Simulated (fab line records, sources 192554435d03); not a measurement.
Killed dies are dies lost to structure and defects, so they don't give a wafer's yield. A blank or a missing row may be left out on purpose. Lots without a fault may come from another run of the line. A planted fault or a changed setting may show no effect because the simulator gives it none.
Chamber matching | flow n5_finfet | N5_HKMG_FIN_DESCUM_17 on rie_diel-03: 3 sister chambers
The step chemistry O2, time 7.9 s. 14 wafers are shown with their chamber, then 4 later ones without.

WAFERS WITH THEIR CHAMBER
wafer  | chamber | drypump_motor_current_A (A) | showerhead_plenum_p_Torr (Torr) | throttle_valve_pct (%)
L294.1 | 2       | 5.2                         | 2.10                            | 20.80
L294.2 | 1       | 6.1                         | 2.07                            | 20.25
L294.5 | 1       | 6.1                         | 2.07                            | 20.22
L298.2 | 2       | 5.2                         | 2.09                            | 20.83
L298.3 | 0       | 6.1                         | 2.18                            | 20.65
L298.6 | 1       | 6.1                         | 2.07                            | 20.25
L305.1 | 2       | 5.2                         | 2.08                            | 20.86
L305.2 | 1       | 6.1                         | 2.06                            | 20.28
L305.6 | 0       | 6.2                         | 2.17                            | 20.67
L306.4 | 2       | 5.2                         | 2.08                            | 20.85
L306.5 | 0       | 6.2                         | 2.17                            | 20.69
L306.6 | 1       | 6.1                         | 2.06                            | 20.29
L314.2 | 0       | 6.2                         | 2.17                            | 20.71
L314.3 | 1       | 6.1                         | 2.05                            | 19.79

SIGNATURES (means of the wafers above)
reading                  | chamber 0 | chamber 1 | chamber 2 | scatter within a chamber
drypump_motor_current_A  | 6.175     | 6.100     | 5.200     | 0.0261
showerhead_plenum_p_Torr | 2.1725    | 2.0633    | 2.0875    | 0.00788
throttle_valve_pct       | 20.6800   | 20.1800   | 20.8350   | 0.131
Rule: a wafer's distance from a chamber is the root of the sum, over the readings, of the square of ((its reading less the chamber's mean) divided by the reading's scatter). The wafer belongs to the nearest chamber; if the next one is less than 2 further off, it can't be placed. The scatter: the root of (the sum of the squares of (reading less its chamber's mean) over the shown wafers, divided by (wafers less chambers)).

WAFERS WITHOUT THEIR CHAMBER
wafer  | drypump_motor_current_A (A) | showerhead_plenum_p_Torr (Torr) | throttle_valve_pct (%)
L314.6 | 6.1                         | 2.05                            | 19.78
L315.5 | 6.1                         | 2.05                            | 19.78
L315.6 | 6.2                         | 2.16                            | 20.71
L316.3 | 6.1                         | 2.05                            | 19.78

WHICH CHAMBER EACH WENT THROUGH
wafer  | from the rows above | in truth
L314.6 | 1                   | 1
L315.5 | 1                   | 1
L315.6 | 0                   | 0
L316.3 | 1                   | 1
Placed correctly: 4 of 4. Can't be placed from these rows: 0. Placed wrongly: 0.
